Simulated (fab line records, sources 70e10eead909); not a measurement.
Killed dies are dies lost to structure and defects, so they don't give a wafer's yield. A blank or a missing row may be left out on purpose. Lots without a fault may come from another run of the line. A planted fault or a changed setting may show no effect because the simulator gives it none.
fab line records | flow nand_harc
record lots=7 wafers=21 last_day=28
route steps=1159 shown P_M0@282 P_M1@285
lots that met no fault: from a run of the same line without faults
start_h: hours from the record's first day to the start of the lot's first wafer shown | wait_h: hours since the lot's step before | " the same as in the row above | L1.1+2: a row that stands for several wafers | - no value, or no start given | * or withheld: withheld | < > ~ a bound
route shown NAME@n: a module of which the file shows steps, and the number in the route of the first | usual: mean/standard deviation of fault-free wafers | same: alike in all rows | chamber/n: place in a boat | sites: the reading at each site | _std_site: their standard deviation | _edge_site: outer sites' mean less inner sites' | radius_mm: how far each site lies from the wafer's centre | mask NAME#n: copy n | behind: the tool/chamber that last shaped the wafer | hold: why the lot was held/for how many hours/how that ended | device: the transistor (n, p or np) that didn't switch | end of line: the same wafers' tests at the end of the route | a step without rows: its recipe alone | killed: dies lost to structure and defects at the first sort, not the wafer's yield | map: a wafer's dies, x killed, . not, _ none there
set.NAME: the setting as run; set.NAME@STEP: as run at that earlier step | model.NAME: the simulator's own value behind a step, which no gauge read
lots at some steps of the route; a table a step, a row a wafer
services: from which hour (start_h, from the record's first day; less than 0 if before it) a tool's chamber was out of use, for how many hours, and why
## steps
# step NHARC_P_M0_INSPECT_27
# usual raw_defect_count=303/140
# columns lot.wafer tool chamber start_h wait_h raw_defect_count
L806.3 defect_inspect-02 - 177.76 0.0 198
L806.4 " - " " 305
L806.6 " - " " 177
L815.1 defect_inspect-02 - 201.87 0.0 509
L815.3 " - " " 259
L815.6 " - " " 245
L817.2 defect_inspect-02 - 203.42 0.0 311
L817.4 " - " " 349
L817.6 " - " " 676
L816.3 defect_inspect-01 - 204.03 0.0 260
L816.4 " - " " 182
L816.5 " - " " 303
L818.3 defect_inspect-01 - 204.60 0.0 335
L818.4 " - " " 447
L818.5 " - " " 224
L826.1 defect_inspect-01 - 235.19 0.0 323
L826.3 " - " " 272
L826.6 " - " " 323
L828.3 defect_inspect-01 - 249.67 0.0 423
L828.4 " - " " 234
L828.5 " - " " 376
# step NHARC_P_M0_PRE_CLEAN_31
# recipe time_s=12 temp_c=370 rf_power_w=300 gas=NH3
# usual heater_power_w=632/70
# columns lot.wafer tool chamber start_h wait_h heater_power_w
L806.3 pecvd-04 1 177.84 0.1 592
L806.4 " 1 " " 607
L806.6 " 2 " " 605
L815.1 pecvd-02 0 201.93 0.1 650
L815.3 " 2 " " 743
L815.6 " 1 " " 632
L817.2 pecvd-01 0 204.29 0.9 601
L817.6 " 2 " " 744
L817.4 " 1 " " 577
L816.3 pecvd-02 0 205.53 1.5 551
L816.5 " 1 " " 674
L816.4 " 2 " " 717
L818.3 pecvd-01 0 205.56 1.0 619
L818.4 " 1 " " 633
L818.5 " 2 " " 729
L826.3 pecvd-01 0 235.33 0.1 656
L826.1 " 2 " " 728
L826.6 " 1 " " 582
L828.3 pecvd-02 0 249.76 0.1 595
L828.5 " 1 " " 644
L828.4 " 0 " " 598
# step NHARC_P_M0_DEP_32
# recipe target_thk_a=300 temp_c=370 target_thk_nm=30 pressure_torr=3 flow_sccm=200 rf_w=450 material=SiCN
# usual heater_power_w=575/65
# columns lot.wafer tool chamber start_h wait_h heater_power_w
L806.3 pecvd-04 1 177.95 0.1 487
L806.4 " 1 " " 492
L806.6 " 2 " " 634
L815.1 pecvd-02 0 202.01 0.1 599
L815.3 " 2 " " 564
L815.6 " 1 " " 587
L817.2 pecvd-01 0 204.40 0.1 488
L817.6 " 2 " " 637
L817.4 " 1 " " 566
L818.3 pecvd-01 0 205.64 0.1 591
L818.4 " 1 " " 551
L818.5 " 2 " " 686
L816.3 pecvd-02 0 205.67 0.1 561
L816.5 " 1 " " 610
L816.4 " 2 " " 593
L826.3 pecvd-01 0 235.41 0.1 600
L826.1 " 2 " " 698
L826.6 " 1 " " 531
L828.3 pecvd-02 0 249.90 0.1 551
L828.5 " 1 " " 552
L828.4 " 0 " " 551
# step NHARC_P_M1_DEP_00
# recipe target_thk_a=1825 target_thk_nm=182.5 temp_c=withheld pressure_torr=5 flow_sccm=200 rf_w=600 material=SiOC
# step NHARC_P_M1_DEHYDRATE_01
# recipe temp_c=150 time_s=120
# step NHARC_P_M1_HMDS_02
# recipe time_s=30
# step NHARC_P_M1_COAT_34
# recipe temp_c=200 time_s=65
# step NHARC_P_M1_COAT_03
# recipe spin_rpm=1500 resist_thk_nm=90
# step NHARC_P_M1_SOFTBAKE_04
# recipe temp_c=105 time_s=55
# step NHARC_P_M1_EBR_05
# step NHARC_P_M1_EXPOSE_06
# recipe na=1.35 target_cd_nm=130 dose_mj=81.88 mask_id=P_M1
# step NHARC_P_M1_PEB_07
# recipe peb_temp_c=100 peb_time_s=65
# usual chill_plate_temp_C=23.00/0.1 exhaust_pa=44.7/0.98 peb_time_s=65/0
# columns lot.wafer tool chamber start_h wait_h chill_plate_temp_C exhaust_pa peb_time_s
L806.3 litho_track-01 0 179.05 0.0 22.99 42.9 65
L806.4 " 0 " " 23.14 43.9 65
L806.6 " 0 " " 23.07 43.2 65
L815.1 litho_track-01 - 203.37 0.1 - - -
L815.3 " - " " - - -
L815.6 " - " " - - -
L817.2 litho_track-04 - 205.47 0.1 - - -
L817.4 " - " " - - -
L817.6 " - " " - - -
L816.3 litho_track-04 - 206.74 0.0 - - -
L816.4 " - " " - - -
L816.5 " - " " - - -
L818.3 litho_track-04 0 207.02 0.1 22.89 45.6 65
L818.4 " 0 " " 23.08 45.7 65
L818.5 " 0 " " 23.05 44.0 65
L826.1 litho_track-06 0 236.56 0.1 23.10 42.1 65
L826.3 " 0 " " 23.14 45.1 65
L826.6 " 0 " " 23.23 44.3 65
L828.3 litho_track-01 0 250.99 0.0 23.00 44.0 65
L828.4 " 0 " " 23.02 43.9 65
L828.5 " 0 " " 23.00 44.5 65
# step NHARC_P_M1_DEVELOP_08
# recipe develop_time_s=35 dev_temp_c=23
## services
# columns tool chamber start_h hours kind
pecvd-02 0 166.05 - clean
pecvd-02 1 166.05 - clean
pecvd-02 2 166.05 - clean
litho_track-01 - 179.46 - consumable_replace:filter
pecvd-02 - 184.09 1.5 repair
pecvd-04 - 195.00 13.0 pm
pecvd-04 0 195.00 13.0 vent_cycle
pecvd-04 1 195.00 13.0 vent_cycle
pecvd-04 2 195.00 13.0 vent_cycle
pecvd-04 0 208.00 - clean
pecvd-04 1 208.00 - clean
pecvd-04 2 208.00 - clean
pecvd-01 - 237.16 13.0 pm
pecvd-01 0 237.16 13.0 vent_cycle
pecvd-01 1 237.16 13.0 vent_cycle
pecvd-01 2 237.16 13.0 vent_cycle
pecvd-01 0 250.16 - clean
pecvd-01 1 250.16 - clean
pecvd-01 2 250.16 - clean
## key
first_sign step=NHARC_P_M1_PEB_07 reading=tool_record direction=missing
effect none on later readings
met_at NHARC_P_M1_PEB_07
struck_wafers L815.1,L815.3,L815.6,L816.3,L816.4,L816.5,L817.2,L817.4,L817.6
later_rows_left_out L815.1,L815.3,L815.6,L816.3,L816.4,L816.5,L817.2,L817.4,L817.6
sort_left_out L815.1,L815.3,L815.6,L816.3,L816.4,L816.5,L817.2,L817.4,L817.6
onset_between 179.05 203.37
fault kind=skipped_step_whole tool=litho_track-01,litho_track-04 chamber=- onset_h=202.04 steps=NHARC_P_M1_PEB_07 scope=struck_lots_only
# sort_left_out: the simulated sort isn't trusted on such a fault, so these wafers' sort isn't shown, and their yield isn't known
# later_rows_left_out: the simulator's readings of these wafers behind a module that went badly wrong aren't trusted and aren't shown, but for the sort
